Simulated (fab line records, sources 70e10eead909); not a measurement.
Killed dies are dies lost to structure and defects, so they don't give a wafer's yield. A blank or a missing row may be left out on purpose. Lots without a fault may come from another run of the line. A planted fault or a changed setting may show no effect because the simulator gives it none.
Which tool did it? | flow nand_harc | 13 lots, 39 wafers sampled, at 5 steps of a route of 1302

WHAT THE GAUGES READ, wafer by wafer
NHARC_A_BLC_CD_MEAS_10: target cd 100 nm. Usual: cd_nm 99.8 nm, standard deviation 0.56.
lot  | measured     | on        | cd_nm (nm)        | flag
L663 | day 21 21:37 | cd_sem-01 | 100.2 100.8 100.8 |
L664 | day 23 11:52 | cd_sem-01 | 100.8 100.5 101.0 |
L666 | day 23 16:25 | cd_sem-02 | 99.7 100.0 99.8   |
L668 | day 24 15:51 | cd_sem-01 | 99.2 100.1 98.9   |
L669 | day 25 13:31 | cd_sem-01 | 99.1 99.6 99.5    |
L671 | day 26 06:52 | cd_sem-03 | 100.1 100.0 100.2 |
L676 | day 27 20:32 | cd_sem-01 | 100.6 99.4 99.9   |
L678 | day 28 16:30 | cd_sem-03 | 100.3 99.3 99.3   |
L680 | day 29 17:49 | cd_sem-02 | 100.6 100.1 100.7 |
L683 | day 30 19:11 | cd_sem-03 | 100.2 100.7 99.3  |
L685 | day 31 01:49 | cd_sem-03 | 99.3 98.6 99.6    |
L684 | day 31 05:45 | cd_sem-03 | 99.4 99.9 99.6    |
L686 | day 32 22:37 | cd_sem-02 | 99.1 99.0 99.8    |

NHARC_A_BLC_INSPECT_12. Usual: raw_defect_count 76, standard deviation 38.
lot  | measured     | on                | raw_defect_count | flag
L663 | day 21 21:44 | defect_inspect-02 | 61 74 66         |
L664 | day 23 11:59 | defect_inspect-02 | 108 119 112      |
L666 | day 23 16:32 | defect_inspect-01 | 26 23 22         |
L668 | day 24 15:58 | defect_inspect-02 | 66 67 73         |
L669 | day 25 13:38 | defect_inspect-01 | 75 86 76         |
L671 | day 26 06:59 | defect_inspect-02 | 29 33 24         |
L676 | day 27 20:40 | defect_inspect-01 | 112 81 105       |
L678 | day 28 16:37 | defect_inspect-02 | 57 64 71         |
L680 | day 29 17:56 | defect_inspect-01 | 36 32 28         |
L683 | day 30 19:18 | defect_inspect-02 | 122 113 120      |
L685 | day 31 01:56 | defect_inspect-01 | 142 124 127      |
L684 | day 31 05:52 | defect_inspect-02 | 18 10 15         |
L686 | day 32 22:44 | defect_inspect-02 | 48 49 53         |

NHARC_END_SORT_01. Usual: killed_at_array 53, standard deviation 21; killed_at_other 1.1, standard deviation 1.5; killed_at_periphery 3.9, standard deviation 2.7; killed_dies 58, standard deviation 21; killed_open 3.4, standard deviation 1.9; killed_short 2.3, standard deviation 1.5.
lot  | measured     | on        | killed_at_array | killed_at_other | killed_at_periphery | killed_dies | killed_open | killed_short | flag
L678 | day 30 15:47 | prober-01 | 40 44 50        | 0 0 0           | 12 5 13             | 52 49 63    | 2 3 5       | 1 3 4        |

WHICH TOOL RAN EACH LOT (tool, then ch and the chambers of the sampled wafers, then the start)
lot  | NHARC_A_BLC_ETCH_17                | NHARC_A_BLC_PVD_32
L663 | rie_diel-08 ch 1,3, day 21 21:58   | pvd_sputter-03, no start
L664 | rie_diel-12 ch 1,3, day 23 12:14   | pvd_sputter-01, no start
L666 | rie_diel-12 ch 0,2,3, day 23 16:46 | pvd_sputter-03, no start
L668 | rie_diel-08 ch 0,2,3, day 24 16:20 | pvd_sputter-02, no start
L669 | rie_diel-08 ch 0,2, day 25 13:54   | pvd_sputter-03, no start
L671 | rie_diel-08 ch 0,2,3, day 26 07:19 | pvd_sputter-02, no start
L676 | rie_diel-08 ch 1,2, day 27 20:54   | pvd_sputter-02, no start
L678 | rie_diel-08 ch 1,2, day 28 16:52   | pvd_sputter-03, day 30 15:47 or earlier
L680 | rie_diel-08 ch 0,1,3, day 29 18:13 | pvd_sputter-03, no start
L683 | rie_diel-12 ch 0,1,2, day 30 19:38 | pvd_sputter-01, no start
L685 | rie_diel-12 ch 1,2, day 31 02:10   | pvd_sputter-01, no start
L684 | rie_diel-12 ch 0,2,3, day 31 06:07 | pvd_sputter-01, no start
L686 | rie_diel-08 ch 1,2,3, day 32 22:59 | pvd_sputter-02, no start
- NHARC_A_BLC_ETCH_17: etches the open film in N2/H2, target depth 390 nm, time 609.38 s.
- NHARC_A_BLC_PVD_32: deposits Ti, target thk 5 nm, time 17.7 s.

WHAT THE TOOLS THEMSELVES READ (means of the sampled wafers that have a number; where no wafer has one, the mark that the record gives instead)
NHARC_A_BLC_ETCH_17. Usual: chamber_pressure_mTorr 30.00 mTorr, standard deviation 0.03; drypump_motor_current_A 5.6 A, standard deviation 0.48; oes_product_au 1.002 a.u., standard deviation 0.0097; rf_vpp_V 429.8 V, standard deviation 2.4; run_length_s 630.8 s, standard deviation 0.38; showerhead_plenum_p_Torr 2.02 Torr, standard deviation 0.083; throttle_valve_pct 14.170 %, standard deviation 0.01.
lot  | tool        | chamber_pressure_mTorr (mTorr) | drypump_motor_current_A (A) | oes_product_au (a.u.) | rf_vpp_V (V) | run_length_s (s) | showerhead_plenum_p_Torr (Torr) | throttle_valve_pct (%) | flag
L663 | rie_diel-08 | 30.02                          | 5.6                         | 1.006                 | 430.8        | 630.8            | 2.04                            | 14.174                 |
L664 | rie_diel-12 | 30.02                          | 5.7                         | 0.993                 | 429.4        | 630.4            | 1.97                            | 14.160                 |
L666 | rie_diel-12 | 29.99                          | 5.8                         | 1.002                 | 429.8        | 630.8            | 2.02                            | 14.171                 |
L668 | rie_diel-08 | 30.00                          | 5.5                         | 1.004                 | 430.4        | 630.9            | 2.03                            | 14.172                 |
L669 | rie_diel-08 | 30.00                          | 5.3                         | 1.006                 | 429.5        | 630.5            | 2.04                            | 14.176                 |
L671 | rie_diel-08 | 29.96                          | 5.6                         | 0.998                 | 429.7        | 630.8            | 2.03                            | 14.180                 |
L676 | rie_diel-08 | 29.99                          | 5.1                         | 1.012                 | 426.3        | 631.1            | 1.91                            | 14.165                 |
L678 | rie_diel-08 | 29.98                          | 5.3                         | 1.012                 | 426.7        | 612.0            | 1.89                            | 14.163                 | OFF
L680 | rie_diel-08 | 30.00                          | 5.4                         | 0.997                 | 429.9        | 612.0            | 2.04                            | 14.175                 | OFF
L683 | rie_diel-12 | 30.01                          | 5.9                         | 1.007                 | 429.4        | 631.1            | 2.02                            | 14.169                 |
L685 | rie_diel-12 | 30.00                          | 5.5                         | 1.005                 | 429.1        | 630.9            | 2.00                            | 14.173                 |
L684 | rie_diel-12 | 30.02                          | 5.8                         | 1.000                 | 429.2        | 631.0            | 2.01                            | 14.162                 |
L686 | rie_diel-08 | 30.01                          | 5.5                         | 1.004                 | 428.3        | 630.7            | 1.96                            | 14.181                 |

NHARC_A_BLC_PVD_32. Usual: throttle_valve_pct 30.1 %, standard deviation 0.66.
lot  | tool           | throttle_valve_pct (%) | flag
L663 | pvd_sputter-03 | 29.6                   |
L664 | pvd_sputter-01 | 29.8                   |
L666 | pvd_sputter-03 | 29.8                   |
L668 | pvd_sputter-02 | 30.3                   |
L669 | pvd_sputter-03 | 29.8                   |
L671 | pvd_sputter-02 | 30.9                   |
L676 | pvd_sputter-02 | 30.6                   |
L678 | pvd_sputter-03 | 29.7                   |
L680 | pvd_sputter-03 | 29.7                   |
L683 | pvd_sputter-01 | 29.7                   |
L685 | pvd_sputter-01 | 29.6                   |
L684 | pvd_sputter-01 | 29.6                   |
L686 | pvd_sputter-02 | 30.2                   |

THE ANSWER, worked out from the rows above alone
Rule: a lot is off if the mean of its wafers that have a number lies more than 3 standard deviations from the usual mean. A lot without any number at a reading at which 4 lots or more have one is off too. The other lots that the step has rows for count as sound. The gauges are gone through in route order, then the tools' own readings, and for those a lot's mean is taken as printed above. The first step at which some lot is off is used, and at that step the reading that is off furthest; a lot without a number counts as furthest.
Off: L678, L680, at NHARC_A_BLC_ETCH_17 (run_length_s).
A tool fits if, at that step or a process step before it, it ran every lot that is off, and no sound lot after the first of them. None of those tried fits.

WHAT THE SIMULATOR HAD PUT IN
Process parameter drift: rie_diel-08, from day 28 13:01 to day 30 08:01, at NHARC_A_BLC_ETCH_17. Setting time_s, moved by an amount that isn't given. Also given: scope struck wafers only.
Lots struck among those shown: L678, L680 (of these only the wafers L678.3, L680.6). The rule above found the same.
